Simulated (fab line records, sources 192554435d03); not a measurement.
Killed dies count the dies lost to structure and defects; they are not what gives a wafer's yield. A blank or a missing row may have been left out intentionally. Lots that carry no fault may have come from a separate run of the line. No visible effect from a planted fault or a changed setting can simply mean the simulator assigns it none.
fab line records	flow n5Finfet
record lots=7	wafers=21	lastDay=17
route steps=1938 shown BEOL_M8@1386 BEOL_M9@1403 BEOL_M15@1830
lots that met no fault: taken from a fault-free run of the same line
startH: hours from the record's opening day to when the first of the lot's shown wafers began	waitH: time in hours since the lot's previous step	" same as the row above	L1.1+2: a row that stands for several wafers	- no value, or no start given	* or withheld: withheld	< > ~ a bound
route shown NAME@n: names a module that has steps shown in the file, with the first one's number in the route	usual: the fault-free wafers' mean and standard deviation	same: alike in all rows	chamber/n: place in a boat	sites: per-site readings	_std_site: their standard deviation	_edge_site: inner sites' mean taken away from outer sites' mean	radiusMm: for every site, how far away it sits from the centre of the wafer	mask NAME#n: copy n	behind: the most recent tool/chamber to have shaped the wafer	hold: reason for holding the lot/hours on hold/outcome of the hold	device: the transistor (n, p or np) that didn't switch	end of line: the route-end tests of the same wafers	for a step that has no rows: nothing shown but its recipe	killed: at the first sort, the dies lost to defects and structure; wafer yield is something else	map: dies across one wafer; x = killed, . = not, _ = none there
set.NAME: the setting as run; set.NAME@STEP: as run at that earlier step	model.NAME: the simulator's own value behind a step, which no gauge read
one table for each step of the route and one row for each wafer, over a sample of lots
services: a tool's chamber out of use, with start hour (startH, from the record's first day; less than 0 if before it), hours out, and reason
## steps
# step N5_BEOL_M8_CURE_75
# recipe tempC=370	timeS=120	ambient=DMADMS/He	material=SiCOH_lowk
# usual lampPowerPct=52.31/0.058	wafer_temp_C_max=372.0/0.74
lot.wafer	tool	chamber	startH	waitH	lampPowerPct	wafer_temp_C_max
L995.3	uvCure-02	0	223.89	0.1	52.24	372.0
L995.5	"	0	"	"	52.31	371.8
L995.6	"	0	"	"	52.31	371.2
L994.1	uvCure-03	0	223.96	0.0	52.24	372.8
L994.2	"	0	"	"	52.30	372.5
L994.3	"	0	"	"	52.26	373.8
L996.1	uvCure-01	0	238.05	0.0	52.31	371.8
L996.4	"	0	"	"	52.32	371.9
L996.6	"	0	"	"	52.37	371.4
L998.1	uvCure-01	0	245.15	0.0	52.27	372.0
L998.2	"	0	"	"	52.19	372.7
L998.3	"	0	"	"	52.24	371.7
L100.2	uvCure-03	2	258.95	0.2	52.30	373.4
L100.5	"	2	"	"	52.29	372.6
L100.6	"	2	"	"	52.38	373.2
L112.2	uvCure-01	1	328.85	0.1	52.21	371.2
L112.3	"	1	"	"	52.37	371.0
L112.5	"	1	"	"	52.38	371.3
L110.1	uvCure-01	2	332.26	0.0	52.35	371.8
L110.3	"	2	"	"	52.29	372.3
L110.5	"	2	"	"	52.33	371.6
# step N5_BEOL_M9_THK_MEAS_01
# recipe reads=SiCOH_lowk_of_BEOL_M9_ILD_DEP_00
# usual M9_ILD_THK=269/3.7
lot.wafer	tool	chamber	startH	waitH	M9_ILD_THK[nm]
L995.3	filmMetro-01	-	227.09	0.3	264
L995.5	"	-	"	"	270
L995.6	"	-	"	"	269
L994.1	filmMetro-01	-	227.95	0.8	271
L994.2	"	-	"	"	274
L994.3	"	-	"	"	267
L996.1	filmMetro-01	-	241.02	0.4	269
L996.4	"	-	"	"	271
L996.6	"	-	"	"	273
L998.1	filmMetro-01	-	248.73	0.8	269
L998.2	"	-	"	"	271
L998.3	"	-	"	"	265
L100.2	filmMetro-02	-	262.42	0.4	265
L100.5	"	-	"	"	272
L100.6	"	-	"	"	273
L112.2	filmMetro-01	-	331.78	0.4	273
L112.3	"	-	"	"	270
L112.5	"	-	"	"	272
L110.1	filmMetro-01	-	336.88	0.4	269
L110.3	"	-	"	"	275
L110.5	"	-	"	"	275
# step N5_BEOL_M9_PECVD_70
# recipe material=SiO2	targetThkA=200	tempC=400	precursor=TEOS/O2	pressureTorr=5.5	rfW=450	teosFlowSccm=53.8	gas=O2	flowSccm=3000	timeS=22.7
# usual heaterPowerW=670/89	rfFwdPowerW=444.8/2.1	showerheadPlenumPTorr=8.74/0.061	susceptorTempC=399.96/0.23	throttleValvePct=22.8/1.1
lot.wafer	tool	chamber	startH	waitH	heaterPowerW	rfFwdPowerW	showerheadPlenumPTorr	susceptorTempC	throttleValvePct
L995.3	pecvd-01	1	227.12	0.0	568	446.0	8.75	399.62	22.2
L995.5	"	0	"	"	577	445.9	8.77	400.48	24.3
L995.6	"	1	"	"	576	446.9	8.76	399.53	22.2
L994.1	pecvd-02	0	227.99	0.0	698	441.7	8.82	400.27	21.6
L994.2	"	1	"	"	748	442.7	8.64	399.88	24.4
L994.3	"	2	"	"	666	444.5	8.68	399.75	22.0
L996.1	pecvd-02	2	241.05	0.0	636	445.1	8.69	399.95	21.8
L996.4	"	0	"	"	714	442.9	8.83	400.04	21.4
L996.6	"	2	"	"	635	444.7	8.69	399.94	21.8
L998.1	pecvd-03	1	248.77	0.0	806	444.1	8.87	400.01	23.4
L998.2	"	0	"	"	781	445.2	8.75	399.84	23.5
L998.3	"	2	"	"	809	445.5	8.79	399.85	21.2
L100.2	pecvd-02	0	262.45	0.0	678	445.3	8.80	399.80	21.6
L100.5	"	1	"	"	834	443.4	8.62	399.73	24.3
L100.6	"	2	"	"	654	444.6	8.67	400.15	21.7
L112.2	pecvd-01	1	331.83	0.1	568	446.7	8.74	400.16	22.3
L112.3	"	1	"	"	537	446.9	8.75	399.89	22.4
L112.5	"	1	"	"	545	445.2	8.75	400.06	22.4
L110.1	pecvd-03	2	336.92	0.0	873	443.8	8.79	400.14	21.1
L110.3	"	2	"	"	842	442.6	8.79	399.91	21.5
L110.5	"	2	"	"	858	445.8	8.78	399.89	21.2
# step N5_BEOL_M9_TRENCH_ETCH_37
# recipe chemistry=C4F6/O2	targetDepthA=1514.3	target=SiCOH_lowk	timeS=49	ionEnergyEv=250	pressureMtorr=30	sourceW=345	biasW=185	Ar_flow_sccm=300	C4F6_flow_sccm=10	O2_flow_sccm=10
# usual drypumpMotorCurrentA=5.7/0.43	oesProductAu=0.73/0.063	rfFwdPowerW=341.4/1.4	rfVppV=669/13	runLengthS=72.3/0.41	showerheadPlenumPTorr=2.84/0.1	throttleValvePct=21.02/0.2
lot.wafer	tool	chamber	startH	waitH	drypumpMotorCurrentA	oesProductAu	rfFwdPowerW	rfHoursCounterH	rfVppV	runLengthS	showerheadPlenumPTorr	throttleValvePct
L995.3	rieDiel-02	1	230.28	-	6.1	0.71	341.9	204	665	72.4	2.94	20.98
L995.5	"	0	"	"	5.7	0.72	342.2	-	661	73.4	2.83	20.82
L995.6	"	3	"	"	5.9	0.68	341.0	-	663	72.1	2.70	20.99
L994.1	rieDiel-02	2	231.53	-	4.9	0.72	344.9	201	668	72.6	2.81	20.78
L994.2	"	1	"	"	6.2	0.72	341.2	204	666	72.6	2.94	20.99
L994.3	"	3	"	"	5.9	0.68	339.6	215	665	72.1	2.70	20.97
L996.1	rieDiel-02	3	251.33	-	5.9	0.68	341.5	221	664	72.4	2.70	20.98
L996.4	"	0	"	"	5.7	0.72	341.6	185	659	73.0	2.83	20.82
L996.6	"	0	"	"	5.7	0.72	-	-	661	66.6	2.83	20.80
L998.1	rieDiel-02	2	255.82	-	5.0	0.72	342.0	208	668	72.0	2.81	20.78
L998.2	"	0	"	"	5.8	0.72	-	186	661	66.2	2.83	20.81
L998.3	"	3	"	"	5.9	0.68	341.3	222	664	72.3	2.70	20.98
L100.2	rieDiel-01	0	268.28	-	6.1	0.75	343.8	174	662	72.3	2.72	21.11
L100.5	"	3	"	"	5.0	0.70	338.3	-	667	72.2	2.72	21.01
L100.6	"	2	"	"	5.9	0.70	339.9	-	691	72.8	2.94	21.19
L112.2	rieDiel-02	2	335.22	-	5.0	0.70	341.2	232	667	72.3	2.80	20.83
L112.3	"	3	"	"	5.9	0.67	340.1	245	664	72.3	2.69	21.02
L112.5	"	3	"	"	5.9	0.66	340.2	-	664	72.0	2.69	21.00
L110.1	rieDiel-01	1	339.12	-	6.5	0.83	342.1	90	663	72.0	2.85	20.76
L110.3	"	2	"	"	6.0	0.68	340.6	232	690	73.2	2.93	21.23
L110.5	"	3	"	"	5.0	0.68	337.3	-	665	72.0	2.71	21.04
# step N5_BEOL_M9_OCD_MEAS_38
# usual trenchDepthNm=149.9/2.5
lot.wafer	tool	chamber	startH	waitH	trenchDepthNm
L995.3	ocd-02	-	230.45	-	151.0
L995.5	"	-	"	"	151.6
L995.6	"	-	"	"	147.3
L994.1	ocd-01	-	231.70	-	151.2
L994.2	"	-	"	"	151.4
L994.3	"	-	"	"	146.1
L996.1	ocd-01	-	251.51	-	147.1
L996.4	"	-	"	"	152.6
L996.6	"	-	"	"	133.4
L998.1	ocd-02	-	255.99	-	151.2
L998.2	"	-	"	"	134.4
L998.3	"	-	"	"	146.9
L100.2	ocd-02	-	268.45	-	149.0
L100.5	"	-	"	"	151.9
L100.6	"	-	"	"	147.1
L112.2	ocd-02	-	335.39	-	149.8
L112.3	"	-	"	"	145.9
L112.5	"	-	"	"	146.0
L110.1	ocd-02	-	339.30	-	150.2
L110.3	"	-	"	"	145.5
L110.5	"	-	"	"	150.8
# step N5_BEOL_M9_THK_MEAS_53
# recipe thkMeasGauge=xrf	reads=Cu_of_BEOL_M9_ECD_50
# usual M9_THK=137.4/2.8
lot.wafer	tool	chamber	startH	waitH	M9_THK[nm]
L995.3	filmMetro-01	-	233.53	-	137.8
L995.5	"	-	"	"	139.6
L995.6	"	-	"	"	135.8
L994.1	filmMetro-02	-	234.15	-	141.8
L994.2	"	-	"	"	140.2
L994.3	"	-	"	"	136.5
L996.1	filmMetro-01	-	253.55	-	133.8
L996.4	"	-	"	"	138.9
L996.6	"	-	"	"	119.1
L998.1	filmMetro-01	-	258.40	-	137.4
L998.2	"	-	"	"	120.3
L998.3	"	-	"	"	132.6
L100.2	filmMetro-01	-	270.90	-	134.8
L100.5	"	-	"	"	139.4
L100.6	"	-	"	"	134.4
L112.2	filmMetro-01	-	337.61	-	138.2
L112.3	"	-	"	"	134.8
L112.5	"	-	"	"	135.3
L110.1	filmMetro-01	-	341.98	-	136.6
L110.3	"	-	"	"	132.6
L110.5	"	-	"	"	137.1
# step N5_BEOL_M9_RS_MEAS_57
# recipe thkMeasGauge=four-point-probe	reads=Cu_of_BEOL_M9_ECD_50+Co_of_BEOL_M9_CVD_78+TaN_of_BEOL_M9_ALD_74
# usual M9_RS=0.153/0.0033
lot.wafer	tool	chamber	startH	waitH	M9_RS[ohm/sq]
L995.3	filmMetro-02	-	233.67	0.1	0.153
L995.5	"	-	"	"	0.151
L995.6	"	-	"	"	0.156
L994.1	filmMetro-01	-	234.28	0.1	0.149
L994.2	"	-	"	"	0.152
L994.3	"	-	"	"	0.157
L996.1	filmMetro-01	-	253.70	0.1	0.157
L996.4	"	-	"	"	0.151
L996.6	"	-	"	"	0.179
L998.1	filmMetro-01	-	258.53	0.1	0.154
L998.2	"	-	"	"	0.178
L998.3	"	-	"	"	0.160
L100.2	filmMetro-02	-	271.04	0.1	0.155
L100.5	"	-	"	"	0.150
L100.6	"	-	"	"	0.156
L112.2	filmMetro-01	-	337.78	0.1	0.153
L112.3	"	-	"	"	0.157
L112.5	"	-	"	"	0.156
L110.1	filmMetro-01	-	342.12	0.1	0.154
L110.3	"	-	"	"	0.159
L110.5	"	-	"	"	0.153
# step N5_BEOL_M15_RC_MEAS_101
# usual COMB_M10=1.5e-11/3.2e-12	COMB_M10_max_site=2.2e-11/4.6e-12	COMB_M11=1.5e-11/3.4e-12	COMB_M11_max_site=2.1e-11/5.4e-12	COMB_M12=6.7e-12/1.7e-12	COMB_M13=5e-12/1.7e-12	COMB_M14=3.6e-12/1.5e-12	COMB_M15=2.7e-12/1.2e-12	COMB_M5=3.6e-11/7.4e-12	COMB_M6=2.6e-11/5.6e-12	COMB_M7=2.6e-11/5.3e-12	COMB_M7_max_site=3.7e-11/8.8e-12	COMB_M8=2.7e-11/4.8e-12	SERP_M10=3.07/0.086	SERP_M11=3.12/0.089	SERP_M12=0.639/0.018	SERP_M13=0.311/0.0074	SERP_M14=0.161/0.0042	SERP_M5=39.3/1.6	SERP_M5_max_site=40.9/1.8	SERP_M6=13.8/0.53	SERP_M6_max_site=14.3/0.62	SERP_M7=14.0/0.6	SERP_M8=13.8/0.55	SERP_M8_max_site=14.4/0.59	SERP_M9=3.11/0.072	SERP_M9_max_site=3.22/0.091
lot.wafer	tool	chamber	startH	waitH	COMB_M10[S/m]	COMB_M10_max_site[S/m]	COMB_M11[S/m]	COMB_M11_max_site[S/m]	COMB_M12[S/m]	COMB_M13[S/m]	COMB_M14[S/m]	COMB_M15[S/m]	COMB_M5[S/m]	COMB_M6[S/m]	COMB_M7[S/m]	COMB_M7_max_site[S/m]	COMB_M8[S/m]	SERP_M10[ohm/um]	SERP_M11[ohm/um]	SERP_M12[ohm/um]	SERP_M13[ohm/um]	SERP_M14[ohm/um]	SERP_M5[ohm/um]	SERP_M5_max_site[ohm/um]	SERP_M6[ohm/um]	SERP_M6_max_site[ohm/um]	SERP_M7[ohm/um]	SERP_M8[ohm/um]	SERP_M8_max_site[ohm/um]	SERP_M9[ohm/um]	SERP_M9_max_site[ohm/um]
L995.3	prober-01	0	277.77	0.3	1.5e-11	1.8e-11	1.6e-11	2.3e-11	9.4e-12	6.9e-12	4.4e-12	3.8e-12	3.1e-11	2.7e-11	2.2e-11	4.1e-11	3e-11	3.11	3.06	0.613	0.308	0.159	36.8	38.3	14.0	14.4	15.1	14.1	14.7	3.18	3.25
L995.5	"	0	"	"	1.6e-11	2e-11	1.3e-11	1.9e-11	6.6e-12	7.4e-12	5.2e-12	3.7e-12	3.7e-11	3e-11	3.4e-11	5.6e-11	2.7e-11	3.10	3.01	0.622	0.302	0.163	36.8	37.7	13.0	13.6	14.5	14.3	14.8	3.10	3.28
L995.6	"	0	"	"	2e-11	2.3e-11	1.5e-11	2.1e-11	6.7e-12	6.8e-12	4.9e-12	3.7e-12	3.8e-11	2.9e-11	2.9e-11	5.2e-11	3e-11	3.13	2.96	0.660	0.315	0.157	37.3	40.4	13.7	14.7	14.2	15.0	15.4	3.13	3.28
L994.1	prober-01	0	279.06	0.0	1.6e-11	2.1e-11	1.4e-11	2.2e-11	6.1e-12	5.8e-12	4.6e-12	3.3e-12	4.4e-11	2.5e-11	1.9e-11	3.3e-11	2.6e-11	3.11	3.19	0.683	0.300	0.168	38.1	39.1	13.8	14.6	13.7	13.6	14.0	3.01	3.11
L994.2	"	0	"	"	1.7e-11	2.5e-11	1.5e-11	1.8e-11	5.5e-12	5.8e-12	4.3e-12	3.1e-12	3.1e-11	2.7e-11	2.3e-11	3.3e-11	2.2e-11	3.19	3.12	0.682	0.316	0.167	38.1	40.6	14.4	15.2	14.1	13.9	14.1	3.07	3.25
L994.3	"	0	"	"	1.8e-11	2.6e-11	1.3e-11	1.9e-11	6.9e-12	6.7e-12	4.1e-12	3.1e-12	3.7e-11	3.1e-11	2.7e-11	3.7e-11	2e-11	3.09	3.40	0.655	0.314	0.162	38.1	41.6	14.1	14.8	13.8	13.9	14.4	3.15	3.31
L998.1	prober-01	0	295.47	0.0	1.2e-11	1.5e-11	1.4e-11	1.9e-11	9.2e-12	5.6e-12	4.1e-12	4.2e-12	3.5e-11	3e-11	3.9e-11	4.4e-11	1.9e-11	3.13	3.05	0.654	0.313	0.163	37.4	39.8	13.3	14.4	13.5	13.4	14.0	3.08	3.30
L998.2	"	0	"	"	1.7e-11	2.5e-11	1.4e-11	1.9e-11	6.7e-12	8.3e-12	4.9e-12	4.5e-12	3.3e-11	3.3e-11	2.3e-11	3.2e-11	2.4e-11	3.07	3.21	0.622	0.311	0.164	39.4	42.4	13.8	14.7	14.9	13.4	13.9	3.65	3.82
L998.3	"	0	"	"	1.8e-11	2.3e-11	1.4e-11	1.8e-11	9.4e-12	6e-12	5.1e-12	3.6e-12	3.4e-11	3.2e-11	2.2e-11	3.4e-11	2.5e-11	3.28	3.23	0.633	0.308	0.161	39.7	44.5	12.4	12.8	14.4	13.4	14.9	3.20	3.37
L996.1	prober-02	0	295.74	0.0	1.5e-11	2.1e-11	1.2e-11	2e-11	8.6e-12	3.3e-12	1.7e-12	1.4e-12	4.4e-11	2e-11	2.5e-11	3.9e-11	2.5e-11	3.17	3.02	0.654	0.317	0.160	39.9	40.9	14.1	14.9	14.0	14.0	14.3	3.19	3.28
L996.4	"	0	"	"	1.1e-11	2.1e-11	1e-11	2.1e-11	6.4e-12	1.9e-12	1.8e-12	3e-13	3.9e-11	2.4e-11	2.5e-11	4.3e-11	2.5e-11	2.93	2.99	0.626	0.313	0.163	37.5	38.2	13.5	13.9	13.4	14.1	14.9	3.04	3.25
L996.6	"	0	"	"	1.5e-11	2.1e-11	1.6e-11	2.7e-11	7.7e-12	1.9e-12	1.9e-12	7e-13	2.7e-11	2.3e-11	4.1e-11	5.5e-11	2.3e-11	3.17	3.11	0.646	0.308	0.158	38.1	39.9	14.3	14.8	14.5	13.3	14.3	3.65	3.76
L100.2	prober-01	0	315.32	0.2	2.4e-11	2.8e-11	1.6e-11	2.4e-11	6.9e-12	5.4e-12	4.8e-12	4.4e-12	4.4e-11	2.3e-11	3.1e-11	4.9e-11	3.4e-11	3.02	3.28	0.648	0.318	0.167	39.9	41.4	13.0	13.9	14.6	13.0	13.1	3.21	3.25
L100.5	"	0	"	"	2.7e-11	3.9e-11	2.2e-11	3.1e-11	6.7e-12	4.9e-12	5e-12	3.5e-12	4.1e-11	1.9e-11	2.6e-11	3.4e-11	2.1e-11	3.05	3.28	0.631	0.306	0.160	38.0	39.2	13.1	13.5	13.0	13.0	13.5	3.09	3.13
L100.6	"	0	"	"	1.7e-11	3e-11	1.6e-11	2.2e-11	7.3e-12	5.6e-12	5.4e-12	3.9e-12	3.6e-11	3.7e-11	2e-11	2.7e-11	2.8e-11	3.02	3.18	0.640	0.316	0.159	40.0	41.3	13.8	14.7	14.5	13.2	14.0	3.09	3.16
L110.1	prober-01	0	388.27	0.0	1.6e-11	1.8e-11	1.3e-11	2.1e-11	7.8e-12	7.4e-12	5.1e-12	4e-12	3e-11	2.6e-11	2.1e-11	3e-11	2.6e-11	3.10	3.15	0.653	0.307	0.154	38.6	39.8	14.0	14.8	13.7	13.5	14.2	3.13	3.27
L110.3	"	0	"	"	1.7e-11	2.4e-11	1.7e-11	2.9e-11	9e-12	5.6e-12	3.8e-12	2.8e-12	3.3e-11	2.5e-11	3.7e-11	5.3e-11	4.1e-11	3.03	3.05	0.642	0.307	0.151	39.0	39.7	14.2	15.3	13.9	14.4	15.1	3.25	3.38
L110.5	"	0	"	"	1.4e-11	1.7e-11	1.5e-11	2.4e-11	6.8e-12	5.8e-12	5.4e-12	3.1e-12	3.7e-11	2.7e-11	3.2e-11	4e-11	3e-11	3.02	3.07	0.653	0.316	0.158	38.3	39.8	14.5	15.6	13.5	14.4	14.7	3.17	3.27
L112.2	prober-02	0	388.98	0.2	1.4e-11	1.9e-11	1.2e-11	1.4e-11	4.3e-12	4.4e-12	2.4e-12	1.4e-12	2.8e-11	2.5e-11	2.3e-11	3.8e-11	2.7e-11	2.99	3.06	0.663	0.309	0.164	41.1	43.1	13.6	14.0	15.3	13.7	14.4	3.08	3.13
L112.3	"	0	"	"	1.7e-11	2.3e-11	1.1e-11	1.3e-11	7.2e-12	3e-12	2.9e-12	1.1e-12	3.7e-11	2.4e-11	2.2e-11	3.7e-11	2e-11	3.19	3.15	0.639	0.304	0.155	39.2	41.6	14.0	14.4	13.8	13.3	13.8	3.16	3.21
L112.5	"	0	"	"	1.6e-11	2.1e-11	1.7e-11	2e-11	6.5e-12	2.9e-12	1.3e-12	1.2e-12	4.4e-11	2.2e-11	1.5e-11	2.6e-11	2.3e-11	3.10	3.07	0.642	0.306	0.170	38.3	39.0	13.9	14.1	14.8	13.5	14.0	3.12	3.15
# sites SERP_M9 radiusMm=0,75,75,75,75,140,140,140,140
L995.3 3.07 3.19 3.11 3.18 3.15 3.17 3.20 3.19 3.25
L994.1 2.88 2.98 3.01 2.98 2.94 3.02 3.11 3.05 3.03
L998.1 2.90 2.98 3.05 3.06 3.08 3.18 3.25 3.22 3.30
L996.1 3.09 3.18 3.19 3.21 3.17 3.26 3.17 3.28 3.20
L100.2 3.25 3.21 3.22 3.24 3.23 3.05 3.01 3.03 3.04
L110.1 3.27 3.13 3.17 3.15 3.20 2.98 3.01 2.93 3.05
L112.2 3.03 3.07 3.09 3.11 3.09 3.04 3.08 3.13 3.03
## services
tool	chamber	startH	hours	kind
pecvd-01	0	212.78	2.1	scheduledDown
pecvd-03	0	215.13	5.5	scheduledDown
pecvd-02	-	226.68	1.2	repair
uvCure-03	-	238.00	2.1	pm
uvCure-02	-	257.76	1.6	repair
uvCure-03	-	279.94	5.0	repair
pecvd-02	2	299.65	5.5	scheduledDown
pecvd-03	0	300.29	4.7	repair
uvCure-03	-	302.61	6.0	pm
pecvd-02	1	305.11	2.1	scheduledDown
pecvd-02	-	307.51	5.5	pm
pecvd-03	1	319.50	25.3	repair
pecvd-01	2	326.11	-	calibration
pecvd-02	-	337.70	3.3	repair
## key
firstSign step=N5_BEOL_M9_TRENCH_ETCH_37	reading=runLengthS	direction=down	sigmas=14	usual=*	struck=*
effect step=N5_BEOL_M9_OCD_MEAS_38	reading=trenchDepthNm	direction=down	sigmas=6.4	usual=149.9	struck=133.9
effect step=N5_BEOL_M9_THK_MEAS_53	reading=M9_THK	direction=down	sigmas=6.2	usual=137.4	struck=119.7
effect step=N5_BEOL_M9_RS_MEAS_57	reading=M9_RS	direction=up	sigmas=7.6	usual=0.153	struck=0.179
effect step=N5_BEOL_M15_RC_MEAS_101	reading=SERP_M9	direction=up	sigmas=7.6	usual=3.11	struck=3.65
metAt N5_BEOL_M9_TRENCH_ETCH_37
struckLots L996,L998
struckWafers L996.6,L998.2
notActingAt N5_BEOL_M8_CURE_75,N5_BEOL_M9_THK_MEAS_01,N5_BEOL_M9_PECVD_70
onsetBetween 231.53 251.33
fault kind=processParameterDrift	tool=rieDiel-02	chamber=-	onsetH=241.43	steps=N5_BEOL_M9_TRENCH_ETCH_37	channel=timeS	offset=*	shape=step	endH=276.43	scope=struckWafersOnly	actsIn=*	stated=*
